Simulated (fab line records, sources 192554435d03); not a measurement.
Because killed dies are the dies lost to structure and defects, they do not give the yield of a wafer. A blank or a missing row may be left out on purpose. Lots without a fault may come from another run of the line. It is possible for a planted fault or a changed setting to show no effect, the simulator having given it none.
fab line records | flow n5_finfet | part 2 of 2: steps 5 to 6 of 6
record: lots: 24 wafers: 72 last_day: 18
route steps=1938 shown BEOL_M7@1331 BEOL_M8@1333
lots that met no fault: from a run of the same line without faults
start_h: hours from the record's first day to the start of the lot's first wafer shown | wait_h: hours elapsed since this lot's preceding step | " the same as in the row above | L1.1+2: several wafers, shown together as one row | - no value, or no start was given | * or withheld: withheld | < > ~ a bound
route shown NAME@n: names a module that has steps shown in the file, with the first one's number in the route | usual: mean/standard deviation taken from wafers without a fault | same: alike in all rows | chamber/n: place in a boat | sites: per-site readings | _std_site: their standard deviation | _edge_site: mean of outer sites minus mean of inner sites | radius_mm: how far each site lies from the wafer's centre | mask NAME#n: copy n | behind: the most recent tool/chamber to have shaped the wafer | hold: what put the lot on hold/how long, in hours/how the hold closed | device: names the non-switching transistor (n, p or np) | end of line: the route-end tests of the same wafers | for a step that has no rows: nothing shown but its recipe | killed: dies lost to structure and defects at the first sort, not the wafer's yield | map: the dies of a wafer, with x for killed, . for not killed, _ for no die there
set.NAME: the run value of the setting; set.NAME@STEP: its run value at that earlier step | model.NAME: the simulator's own value behind a step, which no gauge read
a sample of lots followed through the steps of the route, with each step as a table and each wafer as a row
services: when a tool's chamber went out of use (start_h, in hours from the record's first day, below 0 if earlier), for how many hours, and the reason
== steps ==
step: N5_BEOL_M8_STRIP_36
recipe: chemistry: N2/H2 power_w: 450 temp_c: 40 pressure_mtorr: 20 rf_frequency_hz: 6e+07 overash_fraction: 0.3 bias_power_w: 7 h2_frac: 0.5 n2_flow_sccm: 200 h2_flow_sccm: 200
usual: drypump_motor_current_A: 5.6/0.41 oes_product_au: 0.79/0.08 rf_vpp_V: 59.4/1.6 showerhead_plenum_p_Torr: 2.54/0.085 throttle_valve_pct: 23.56/0.27
columns lot.wafer tool chamber start_h wait_h drypump_motor_current_A oes_product_au rf_hours_counter_h rf_vpp_V showerhead_plenum_p_Torr throttle_valve_pct
L076.1 rie_diel-05 1 201.63 0.0 5.4 0.98 5 57.9 2.50 23.71
L076.2 " 2 " " 5.8 0.70 204 59.6 2.61 22.99
L076.4 " 3 " " 5.7 0.70 216 59.1 2.49 23.22
L074.2 rie_diel-05 2 203.64 0.0 5.8 0.70 205 60.7 2.61 22.96
L074.3 " 0 " " 5.6 0.85 59 61.4 2.70 23.66
L074.4 " 3 " " 5.7 0.70 216 58.3 2.49 23.23
L077.1 rie_diel-02 3 219.56 0.0 5.5 0.87 55 59.6 2.48 23.66
L077.4 " 0 " " 5.4 0.79 128 59.9 2.55 23.38
L077.6 " 3 " " 5.5 0.87 - 58.2 2.48 23.67
L075.3 rie_diel-04 0 219.74 0.0 5.9 0.75 185 60.5 2.53 23.45
L075.4 " 2 " " 5.7 0.73 190 61.2 2.62 24.07
L075.5 " 0 " " 5.9 0.77 - 60.4 2.53 23.44
L078.3 rie_diel-02 2 226.20 0.0 6.6 0.75 171 59.9 2.42 23.59
L078.5 " 0 " " 5.4 0.78 - 58.6 2.55 23.38
L078.6 " 1 " " 5.4 0.90 - 57.6 2.60 23.72
L079.1 rie_diel-05 3 234.58 0.0 5.7 0.67 224 60.5 2.49 23.25
L079.2 " 1 " " 5.4 0.93 15 60.7 2.50 23.74
L079.6 " 3 " " 5.7 0.68 - 59.5 2.49 23.24
L081.2 rie_diel-02 0 244.92 0.0 5.4 0.77 136 59.2 2.55 23.40
L081.4 " 3 " " 5.5 0.86 64 62.0 2.47 23.73
L081.5 " 3 " " 5.5 0.85 - 59.7 2.48 23.70
L082.4 rie_diel-04 3 245.38 0.0 5.0 0.86 59 59.2 2.69 23.62
L082.5 " 3 " " 5.0 0.86 - 59.0 2.69 23.61
L082.6 " 2 " " 5.7 0.72 - 59.7 2.62 24.09
L083.1 rie_diel-02 0 252.45 0.0 5.4 0.77 140 59.0 2.55 23.40
L083.2 " 1 " " 5.4 0.88 29 61.8 2.60 23.80
L083.6 " 3 " " 5.5 0.84 - 59.2 2.47 23.71
L080.1 rie_diel-05 3 254.59 0.0 5.7 0.68 234 56.3 2.48 23.25
L080.2 " 1 " " 5.3 0.92 23 56.7 2.50 23.75
L080.4 " 0 " " 5.6 0.84 77 60.8 2.69 23.70
L084.3 rie_diel-05 2 260.96 0.0 5.8 0.69 224 59.3 2.61 22.99
L084.5 " 1 " " 5.4 0.91 - 61.0 2.49 23.76
L084.6 " 2 " " 5.8 0.68 - 60.8 2.61 22.95
L085.1 rie_diel-02 1 270.74 0.0 5.4 0.87 34 60.1 2.60 23.81
L085.3 " 0 " " 5.4 0.76 145 57.8 2.54 23.42
L085.5 " 3 " " 5.5 0.84 - 63.1 2.47 23.71
L086.1 rie_diel-05 0 284.15 0.0 5.6 0.82 86 59.8 2.69 23.69
L086.2 " 2 " " 5.8 0.68 232 61.1 2.60 22.98
L086.3 " 3 " " 5.7 0.68 243 58.8 2.48 23.25
L087.1 rie_diel-02 0 292.34 0.0 5.4 0.75 152 59.5 2.54 23.43
L087.3 " 3 " " 5.5 0.82 81 61.1 2.47 23.72
L087.4 " 1 " " 5.4 0.87 41 59.2 2.60 23.80
L088.1 rie_diel-02 0 296.15 0.0 5.4 0.76 153 58.1 2.54 23.43
L088.4 " 1 " " 5.4 0.85 42 57.2 2.59 23.80
L088.5 " 1 " " 5.4 0.86 - 59.5 2.60 23.80
L090.3 rie_diel-04 0 300.45 0.0 5.9 0.73 215 62.8 2.52 23.48
L090.4 " 3 " " 5.0 0.82 80 57.6 2.68 23.63
L090.6 " 3 " " 5.0 0.84 - 61.0 2.68 23.62
L091.2 rie_diel-05 2 304.30 0.0 5.8 0.68 238 61.2 2.60 22.98
L091.3 " 0 " " 5.6 0.82 93 58.4 2.68 23.68
L091.6 " 1 " " 5.4 0.90 - 58.2 2.49 23.80
L089.3 rie_diel-02 0 310.40 0.0 5.4 0.76 158 56.7 2.54 23.42
L089.5 " 1 " " 5.4 0.86 - 60.2 2.59 23.80
L089.6 " 2 " " 6.6 0.73 - 58.7 2.40 23.59
L092.2 rie_diel-02 1 316.05 0.0 5.4 0.85 50 61.0 2.59 23.84
L092.3 " 2 " " 6.6 0.73 201 57.4 2.40 23.63
L092.4 " 0 " " 5.4 0.76 - 58.8 2.54 23.45
L094.1 rie_diel-04 2 317.60 0.0 5.7 0.70 223 60.6 2.61 24.11
L094.2 " 0 " " 5.9 0.73 219 57.9 2.52 23.46
L094.4 " 3 " " 5.0 0.82 85 60.7 2.68 23.65
L093.1 rie_diel-04 3 320.63 0.0 5.0 0.83 87 58.2 2.68 23.66
L093.2 " 2 " " 5.7 0.69 225 56.6 2.61 24.12
L093.4 " 1 " " 5.4 0.83 54 60.5 2.49 23.57
L095.2 rie_diel-05 2 327.89 0.0 5.8 0.66 250 61.4 2.59 23.01
L095.3 " 1 " " 5.4 0.89 51 59.4 2.48 23.79
L095.4 " 0 " " 5.6 0.80 105 61.0 2.68 23.72
L096.3 rie_diel-02 1 344.74 0.0 5.4 0.84 61 59.3 2.59 23.82
L096.5 " 3 " " 5.5 0.82 - 60.4 2.46 23.76
L096.6 " 2 " " 6.6 0.72 - 59.1 2.40 23.63
L097.1 rie_diel-02 3 351.70 0.0 5.5 0.81 98 60.7 2.46 23.75
L097.4 " 1 " " 5.4 0.84 63 58.8 2.59 23.79
L097.5 " 0 " " 5.4 0.73 - 59.5 2.53 23.46
step: N5_BEOL_M8_DEP_56
recipe: material: SiCN target_thk_a: 100 temp_c: withheld precursor: 3MS/NH3 pressure_torr: 3 rf_w: 202 time_s: 17.5
usual: showerhead_plenum_p_Torr: 3.668/0.015 throttle_valve_pct: 9.07/0.28
columns lot.wafer tool chamber start_h wait_h showerhead_plenum_p_Torr throttle_valve_pct
L076.1 pecvd-01 2 208.06 0.0 3.660 9.05
L076.2 " 0 " " 3.678 8.91
L076.4 " 2 " " 3.658 8.79
L074.2 pecvd-04 2 210.73 0.0 3.655 9.01
L074.3 " 1 " " 3.664 9.12
L074.4 " 0 " " 3.675 8.90
L077.1 pecvd-04 2 222.16 0.0 3.665 8.85
L077.4 " 0 " " 3.675 8.65
L077.6 " 2 " " 3.657 8.93
L075.3 pecvd-03 0 224.32 0.0 3.689 9.25
L075.4 " 1 " " 3.671 9.14
L075.5 " 0 " " 3.686 9.32
L078.3 pecvd-03 0 229.51 0.0 3.687 9.33
L078.5 " 1 " " 3.676 9.19
L078.6 " 0 " " 3.695 9.38
L079.1 pecvd-01 2 238.70 0.0 3.664 8.58
L079.2 " 0 " " 3.683 8.88
L079.6 " 0 " " 3.687 9.13
L081.2 pecvd-03 0 247.58 0.0 3.685 9.13
L081.4 " 0 " " 3.699 9.41
L081.5 " 2 " " 3.638 8.53
L082.4 pecvd-01 1 248.24 0.0 3.659 9.59
L082.5 " 2 " " 3.656 8.68
L082.6 " 0 " " 3.684 8.65
L083.1 pecvd-01 2 256.39 0.0 3.662 8.83
L083.2 " 1 " " 3.659 9.54
L083.6 " 2 " " 3.651 8.89
L080.1 pecvd-01 1 259.26 0.0 3.672 9.58
L080.2 " 2 " " 3.663 8.98
L080.4 " 1 " " 3.646 9.46
L084.3 pecvd-01 0 264.84 0.0 3.685 9.06
L084.5 " 0 " " 3.667 9.04
L084.6 " 1 " " 3.658 9.75
L085.1 pecvd-04 1 275.36 0.0 3.679 9.02
L085.3 " 0 " " 3.676 8.90
L085.5 " 2 " " 3.665 9.13
L086.1 pecvd-03 0 286.56 0.0 3.692 9.15
L086.2 " 1 " " 3.670 9.43
L086.3 " 2 " " 3.644 8.60
L087.1 pecvd-04 0 294.87 0.0 3.664 8.90
L087.3 " 2 " " 3.659 9.11
L087.4 " 1 " " 3.664 9.12
L088.1 pecvd-04 0 299.22 0.0 3.669 8.97
L088.4 " 1 " " 3.671 9.37
L088.5 " 0 " " 3.673 9.17
L090.3 pecvd-03 0 303.02 0.0 3.694 9.30
L090.4 " 1 " " 3.677 9.21
L090.6 " 2 " " 3.653 8.67
L091.2 pecvd-04 2 307.84 0.0 3.649 9.07
L091.3 " 0 " " 3.679 8.94
L091.6 " 2 " " 3.650 9.24
L089.3 pecvd-04 1 313.05 0.0 3.670 8.82
L089.5 " 1 " " 3.674 8.83
L089.6 " 2 " " 3.660 9.31
L092.2 pecvd-01 2 318.85 0.0 3.659 9.00
L092.3 " 1 " " 3.651 9.37
L092.4 " 0 " " 3.677 8.91
L094.1 pecvd-04 2 320.53 0.0 3.663 9.03
L094.2 " 1 " " 3.660 8.98
L094.4 " 0 " " 3.674 9.13
L093.1 pecvd-03 2 324.42 0.0 3.630 8.41
L093.2 " 1 " " 3.671 9.24
L093.4 " 1 " " 3.674 9.14
L095.2 pecvd-03 0 331.62 0.0 3.685 9.34
L095.3 " 2 " " 3.651 8.80
L095.4 " 1 " " 3.666 9.16
L096.3 pecvd-01 0 348.35 0.0 3.669 8.81
L096.5 " 0 " " 3.684 8.53
L096.6 " 2 " " 3.669 8.89
L097.1 pecvd-03 2 354.34 0.0 3.646 8.96
L097.4 " 1 " " 3.668 9.35
L097.5 " 0 " " 3.692 9.46
== services ==
columns tool chamber start_h hours kind
uv_cure-02 - 202.91 8.6 repair
rie_diel-05 3 207.52 3.0 repair
pecvd-03 2 207.63 5.5 scheduled_down
pecvd-04 1 220.31 5.5 scheduled_down
uv_cure-02 - 251.35 1.0 pm
pecvd-03 - 261.81 1.5 repair
uv_cure-01 - 265.35 7.5 pm
rie_diel-04 2 266.00 8.9 repair
pecvd-01 2 269.11 12.2 repair
uv_cure-01 - 272.90 7.5 pm
uv_cure-02 - 293.86 0.9 repair
pecvd-01 2 300.55 5.5 scheduled_down
rie_diel-05 3 304.84 - clean
rie_diel-05 3 304.84 - consumable_replace:focus_ring
rie_diel-05 3 304.84 21.1 scheduled_down
rie_diel-05 3 304.84 21.1 vent_cycle
uv_cure-03 - 307.51 2.1 pm
rie_diel-02 3 307.91 13.1 repair
uv_cure-03 - 321.35 2.0 repair
pecvd-01 2 327.12 5.4 repair
rie_diel-05 2 328.06 - clean
rie_diel-05 2 328.06 - consumable_replace:focus_ring
rie_diel-05 1 337.55 4.0 repair
rie_diel-05 - 352.42 0.5 repair
